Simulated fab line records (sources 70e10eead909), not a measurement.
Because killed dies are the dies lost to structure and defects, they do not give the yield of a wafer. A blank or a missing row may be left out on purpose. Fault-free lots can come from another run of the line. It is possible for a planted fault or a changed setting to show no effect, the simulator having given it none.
8D (eight disciplines) problem report, filled in by code + flow nand_harc + the parts of the form that need people (team, actions taken, sign-off) are left out

## 1. PROBLEM STATEMENT
thk_nm at NHARC_A_ONON_D1_THK_MEAS_14 reads a mean of 290 nm on 6 wafers of 2 lots; wafers without a fault read 1002 nm with a standard deviation of 8.6. That puts it -83 standard deviations away from the usual mean.
The step: measures by ellipsometry.
First observed at day 11 07:52: wafer L107.1, on film_metro-02. Wafers with a number at this step in the record: 42, from 14 lots. The rule behind "out" and "out of limits": a value lying over 4 standard deviations away from the usual mean. The rest of the wafers with a number are treated as sound.

## 2. WHAT IT IS AND WHAT IT IS NOT
| question                    | is                     | is not                                                                                                   |
|-----------------------------|------------------------|----------------------------------------------------------------------------------------------------------|
| which readings at this step | thk_nm                 | -                                                                                                        |
| which lots                  | L107, L108             | L100, L101, L102, L103, L104, L115, L116, L117, L118, L119, L120, L121                                   |
| which wafers of those lots  | all that have a number | -                                                                                                        |
| read on which gauges        | film_metro-02          | film_metro-01                                                                                            |
| when                        | from day 11 07:52      | up to then (15 sound wafers); but 21 sound wafers of L115, L116, L117, L118, L119, L120, L121 came after |

## 3. THE SUSPECTS, EACH WITH WHAT RULES IT OUT
Counting: a tool at any process step up to the reading remains a suspect when it ran all the lots that are out and ran no sound lot after the first of those.
- the gauge at NHARC_A_ONON_D1_THK_MEAS_14 is ruled out. All the wafers that are out were read on film_metro-02, but those of them that NHARC_END_SORT_01 has rows for are out there too, on other tools.
- pecvd_onon-02 at NHARC_A_ONON_D1_DEP_12 (target thk 1000 nm): ruled out as a lasting fault. The sound lots L116, L117 went through it after L107, its earliest lot that is out (day 11 07:22).
Left after counting: nothing in the record.

## 4. THE CAUSE (what the simulator had put in)
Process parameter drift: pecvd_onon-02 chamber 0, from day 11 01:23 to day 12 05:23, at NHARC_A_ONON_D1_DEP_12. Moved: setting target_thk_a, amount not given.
Counting ruled it out, wrongly: the rule takes a fault to strike every lot that its tool runs from its start on, and this one did not.

## 5. SEQUENCE OF EFFECTS, ordered by route
One row per reading whose mean, taken over the struck wafers that have a number, lies over 3 standard deviations from the usual. Scope: only readings with a usual standard deviation given in the record; hours: median across lots of the time from each lot's start at the first step in this table that gives one to its start at this step; sigmas: change in usual standard deviations.
| hours | step                        | reading         | usual   | on struck wafers | change | sigmas |
|-------|-----------------------------|-----------------|---------|------------------|--------|--------|
| 0     | NHARC_A_ONON_D1_THK_MEAS_14 | thk_nm          | 1002 nm | 290              | -712   | -83    |
| 389   | NHARC_END_SORT_01           | killed_at_array | 52      | 669              | +617   | +39    |
| 389   | NHARC_END_SORT_01           | killed_dies     | 57      | 677              | +620   | +39    |
Later steps that measure or inspect, where all struck wafers having a row at the step show a number for every such reading and not one has moved that far: NHARC_A_ONON_D1_INSPECT_32.

## 6. WHAT WOULD HAVE CAUGHT IT SOONER
Counted from the fault's start at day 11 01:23, it took 6 hours until the first out-of-limits reading at a measuring or inspecting step in this record, taken at day 11 07:52.
